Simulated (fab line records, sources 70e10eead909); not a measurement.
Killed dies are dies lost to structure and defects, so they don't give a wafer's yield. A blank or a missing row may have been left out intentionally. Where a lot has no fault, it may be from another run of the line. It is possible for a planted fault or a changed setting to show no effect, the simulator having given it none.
fab line records	flow nand_harc	part 2 of 2: steps 19 to 27 of 27
record lots=5	wafers=15	last_day=31
route steps=1302 shown A_SLIT@929 A_SIN_REMOVE@947 A_WL_FILL@952
lots that met no fault: taken from a fault-free run of the same line
start_h: start of the lot's first displayed wafer, in hours after the record's first day	wait_h: hours from the lot's prior step to this one	" the same as in the row above	L1.1+2: one row covering several wafers at once	- no value present, or no start provided	* or withheld: withheld	< > ~ a bound
route shown NAME@n: a module of which the file shows steps, and the number in the route of the first	usual: average and standard deviation across the fault-free wafers	same: alike in all rows	chamber/n: place in a boat	sites: each site's reading	_std_site: standard deviation of those values	_edge_site: inner sites' mean taken away from outer sites' mean	radius_mm: how far each site lies from the wafer's centre	mask NAME#n: copy n	behind: the last tool/chamber to shape the wafer	hold: what put the lot on hold/how long, in hours/how the hold closed	device: the n, p or np transistor that did not switch	end of line: tests of these same wafers at the route's end	a step without rows: its recipe alone	killed: at the first sort, the dies lost to defects and structure; wafer yield is something else	map: per-die view of a wafer (x killed, . not killed, _ where there is no die)
set.NAME: the setting as run; set.NAME@STEP: as run at that earlier step	model.NAME: the simulator's own value behind a step, which no gauge read
certain route steps with their lots: each step a table, each wafer a row
services: a tool's chamber out of use, with start hour (start_h, from the record's first day; less than 0 if before it), hours out, and reason
## steps
# step NHARC_A_SIN_REMOVE_WET_00
# recipe temp_c=160	time_s=15300	chemistry=H3PO4
# usual bath_guard_temp_C=160.1/0.48
lot.wafer	tool	chamber	start_h	wait_h	bath_guard_temp_C
L079.1	wet_h3po4-02	1	498.06	1.7	160.1
L079.4	"	1	"	"	160.1
L079.6	"	1	"	"	160.0
L080.2	wet_h3po4-02	1	507.81	0.7	160.3
L080.4	"	1	"	"	159.7
L080.5	"	1	"	"	160.2
L085.1	wet_h3po4-02	1	570.22	3.1	160.3
L085.5	"	1	"	"	160.3
L085.6	"	1	"	"	160.2
L088.2	wet_h3po4-01	1	585.68	1.4	160.6
L088.4	"	1	"	"	160.9
L088.6	"	1	"	"	160.3
L087.4	wet_h3po4-02	1	632.67	3.1	160.2
L087.5	"	1	"	"	160.0
L087.6	"	1	"	"	159.9
# step NHARC_A_SIN_REMOVE_PRECLEAN_01
# recipe time_s=*	temp_c=50	bath_age_min=0	chemistry=SC1
# usual bath_guard_temp_C=49.9/0.5	diw_flow_mL_min=1415/4.2	h2o2_flow_mL_min=56.60/0.17	nh4oh_flow_mL_min=28.30/0.085	sc1_h2o2_end_mol_l=0.3698/0.00077
lot.wafer	tool	chamber	start_h	wait_h	bath_guard_temp_C	diw_flow_mL_min	h2o2_flow_mL_min	nh4oh_flow_mL_min	sc1_h2o2_end_mol_l
L079.1	wet_bench-06	2	502.86	0.0	50.2	1417	56.68	28.36	0.3686
L079.4	"	4	"	"	50.1	1414	56.48	28.32	0.3694
L079.6	"	5	"	"	50.3	1412	56.21	28.29	0.3700
L080.5	wet_bench-09	2	512.58	0.0	49.5	1415	56.43	28.23	0.3681
L080.2	"	3	"	"	50.1	1417	56.40	28.39	0.3694
L080.4	"	4	"	"	50.4	1423	56.55	28.30	0.3693
L085.6	wet_bench-05	7	574.97	0.0	49.6	1420	56.27	28.25	0.3705
L085.1	"	0	"	"	50.2	1414	56.92	28.21	0.3697
L085.5	"	4	"	"	50.2	1416	56.58	28.32	0.3704
L088.4	wet_bench-06	6	590.48	0.0	50.3	1425	56.82	28.22	0.3696
L088.2	"	0	"	"	50.1	1415	56.71	28.35	0.3688
L088.6	"	1	"	"	50.4	1419	56.60	28.36	0.3705
L087.6	wet_bench-06	5	637.51	0.0	50.1	1419	56.49	28.34	0.3687
L087.4	"	7	"	"	49.1	1408	56.59	28.39	0.3694
L087.5	"	0	"	"	49.8	1421	56.82	28.43	0.3706
# step NHARC_A_SIN_REMOVE_SRD_02
lot.wafer	tool	chamber	start_h	wait_h
L079.1+4+6	wet_bench-06	2,4,5	-	-
L080.5+2+4	wet_bench-09	2,3,4	-	-
L085.6+1+5	wet_bench-05	7,0,4	-	-
L088.4+2+6	wet_bench-06	6,0,1	-	-
L087.6+4+5	wet_bench-06	5,7,0	-	-
# step NHARC_A_SIN_REMOVE_INSPECT_04
# usual raw_defect_count=371/87
lot.wafer	tool	chamber	start_h	wait_h	raw_defect_count
L079.1	defect_inspect-01	-	503.06	0.0	317
L079.4	"	-	"	"	358
L079.6	"	-	"	"	258
L080.2	defect_inspect-02	-	512.77	0.0	232
L080.4	"	-	"	"	210
L080.5	"	-	"	"	448
L085.1	defect_inspect-01	-	575.15	0.0	416
L085.5	"	-	"	"	362
L085.6	"	-	"	"	400
L088.2	defect_inspect-02	-	590.66	0.0	316
L088.4	"	-	"	"	304
L088.6	"	-	"	"	260
L087.4	defect_inspect-02	-	637.70	0.0	298
L087.5	"	-	"	"	230
L087.6	"	-	"	"	465
# step NHARC_A_WL_FILL_ALD_00
# recipe target_thk_a=30	pulse_time_s=3	ald_cycles=30	temp_c=300	material=Al2O3
# usual heater_power_w=469/58	precursor_pulse_height_rel=1.000/0.021
lot.wafer	tool	chamber	start_h	wait_h	heater_power_w	precursor_pulse_height_rel
L079.1	ald_hk-02	1	503.12	0.1	464	1.011
L079.4	"	0	"	"	517	0.990
L079.6	"	1	"	"	461	0.977
L080.4	ald_hk-03	1	512.83	0.1	515	0.994
L080.2	"	0	"	"	458	0.964
L080.5	"	1	"	"	519	0.971
L085.1	ald_hk-04	2	575.28	0.1	503	0.978
L085.6	"	0	"	"	442	0.996
L085.5	"	1	"	"	386	1.023
L088.2	ald_hk-04	0	590.75	0.1	446	1.014
L088.4	"	1	"	"	404	1.009
L088.6	"	0	"	"	442	1.001
L087.4	ald_hk-04	3	637.93	0.2	578	0.991
L087.6	"	3	"	"	567	0.981
L087.5	"	0	"	"	443	0.981
# step NHARC_A_WL_FILL_RTA_01
# recipe temp_c=1000	time_s=5
# usual lamp_power_pct=29.1/0.41	lamp_zone_5_pct=29.2/0.4	wafer_temp_C_max=1005.2/2
lot.wafer	tool	chamber	start_h	wait_h	lamp_power_pct	lamp_zone_5_pct	wafer_temp_C_max
L079.1	rtp_anneal-02	0	503.39	-	28.8	28.8	1002.7
L079.4	"	0	"	"	28.8	28.8	1003.3
L079.6	"	0	"	"	28.8	28.9	1003.1
L080.2	rtp_anneal-02	0	513.12	-	28.8	28.8	1004.1
L080.4	"	0	"	"	28.8	28.8	1003.3
L080.5	"	0	"	"	28.8	28.9	1004.2
L085.1	rtp_anneal-01	0	575.49	-	29.6	29.7	1008.6
L085.5	"	0	"	"	29.7	29.7	1006.1
L085.6	"	0	"	"	29.6	29.6	1006.0
L088.2	rtp_anneal-01	0	591.02	-	29.6	29.6	1007.0
L088.4	"	0	"	"	29.6	29.7	1008.2
L088.6	"	0	"	"	29.6	29.6	1005.8
L087.4	rtp_anneal-02	0	638.47	0.5	28.8	28.8	1005.0
L087.5	"	0	"	"	28.8	28.8	1003.2
L087.6	"	0	"	"	28.8	28.8	1003.9
# step NHARC_A_WL_FILL_ALD_02
# recipe target_thk_a=20	pulse_time_s=3	ald_cycles=100	temp_c=450	material=TiN
# usual heater_power_w=1057/100	precursor_pulse_height_rel=1.002/0.021
lot.wafer	tool	chamber	start_h	wait_h	heater_power_w	precursor_pulse_height_rel
L079.1	ald_metal-03	1	503.64	0.2	1262	0.994
L079.4	"	2	"	"	1148	0.945
L079.6	"	0	"	"	1176	0.967
L080.2	ald_metal-04	0	513.38	0.2	1017	1.023
L080.4	"	1	"	"	879	0.988
L080.5	"	2	"	"	1074	0.990
L085.1	ald_metal-01	0	575.76	0.2	1095	0.965
L085.5	"	2	"	"	914	0.981
L085.6	"	1	"	"	1010	1.015
L088.4	ald_metal-04	2	591.24	0.1	1064	1.008
L088.2	"	3	"	"	956	1.040
L088.6	"	1	"	"	892	1.012
L087.4	ald_metal-03	1	638.60	0.1	1199	1.002
L087.5	"	1	"	"	1221	1.022
L087.6	"	2	"	"	1152	0.997
# step NHARC_A_WL_FILL_CVD_03
# recipe target_thk_a=400	temp_c=300	pressure_torr=40	wf6_flow_sccm=40	h2_flow_sccm=1600	ar_flow_sccm=1560	time_s=279	material=W
# usual chamber_pressure_Torr=40.00/0.073	heater_power_w=496/74	mfc_ar_sccm=1560/4.5	mfc_h2_sccm=1600/4.2	throttle_valve_pct=8.04/0.17
lot.wafer	tool	chamber	start_h	wait_h	chamber_pressure_Torr	heater_power_w	mfc_ar_sccm	mfc_h2_sccm	throttle_valve_pct
L079.1	cvd_w-02	1	504.04	0.1	39.98	589	1568	1597	7.82
L079.4	"	1	"	"	39.92	580	1566	1598	7.97
L079.6	"	1	"	"	39.93	579	1560	1599	7.99
L080.2	cvd_w-01	1	513.79	0.1	39.97	446	1556	1604	8.27
L080.4	"	0	"	"	40.03	403	1555	1610	7.84
L080.5	"	0	"	"	39.97	411	1556	1602	7.73
L085.1	cvd_w-01	1	576.22	0.1	39.93	427	1563	1599	8.09
L085.5	"	1	"	"	39.98	433	1566	1600	8.03
L085.6	"	0	"	"	40.03	402	1562	1590	7.90
L088.2	cvd_w-02	1	591.64	0.1	40.09	603	1557	1599	8.15
L088.4	"	0	"	"	40.05	536	1564	1597	8.25
L088.6	"	1	"	"	40.02	584	1562	1596	8.10
L087.4	cvd_w-01	1	639.19	0.2	39.94	426	1560	1598	7.89
L087.6	"	0	"	"	39.94	401	1560	1602	7.98
L087.5	"	1	"	"	40.07	437	1561	1602	7.88
# step NHARC_A_WL_FILL_ETCHBACK_04
# recipe target_depth_a=600	time_s=120	chemistry=NF3
# usual drypump_motor_current_A=5.92/0.28	oes_product_au=1.005/0.0073
lot.wafer	tool	chamber	start_h	wait_h	drypump_motor_current_A	oes_product_au	rf_hours_counter_h
L079.1	rie_metal-01	1	504.42	0.3	5.45	1.005	1.8
L079.4	"	0	"	"	5.74	1.013	-
L079.6	"	1	"	"	5.48	1.004	-
L080.2	rie_metal-02	1	514.14	0.3	6.05	0.991	0.5
L080.4	"	0	"	"	6.19	0.994	-
L080.5	"	1	"	"	6.07	1.000	-
L085.1	rie_metal-02	1	576.59	0.3	6.08	1.008	2.1
L085.6	"	1	"	"	6.08	1.013	-
L085.5	"	0	"	"	6.21	1.012	-
L088.2	rie_metal-03	1	592.02	0.3	5.84	0.998	0.9
L088.4	"	0	"	"	6.25	1.003	-
L088.6	"	1	"	"	5.82	0.998	-
L087.4	rie_metal-01	0	639.48	0.2	5.72	1.000	-
L087.5	"	0	"	"	5.73	1.010	-
L087.6	"	1	"	"	5.47	1.011	-
## services
tool	chamber	start_h	hours	kind
arfi_scanner-01	-	473.70	0.8	repair
arfi_scanner-01	-	480.32	2.3	repair
rie_diel-09	-	497.10	9.0	pm
litho_track-01	-	505.00	7.0	pm
rie_diel-02	3	513.95	4.3	repair
rie_diel-02	1	517.87	12.6	repair
rie_diel-13	-	519.00	9.0	pm
litho_track-06	-	529.00	7.0	pm
arfi_scanner-01	-	538.85	0.2	repair
rie_diel-13	2	540.76	7.0	repair
rie_diel-13	0	545.05	4.4	repair
wet_bench-06	-	545.60	8.0	pm
rie_diel-02	0	561.63	13.2	repair
wet_bench-03	-	562.40	8.0	pm
rie_diel-02	2	570.66	1.7	repair
rie_diel-02	-	570.70	9.0	pm
rie_diel-13	3	574.48	9.8	repair
rie_diel-09	2	591.43	3.7	repair
rie_diel-02	1	592.78	8.9	repair
arfi_scanner-01	-	594.90	0.2	repair
arfi_scanner-01	-	596.00	4.0	pm
wet_bench-02	-	596.00	8.0	pm
rie_diel-02	1	604.59	6.0	repair
rie_diel-09	0	633.53	5.8	repair
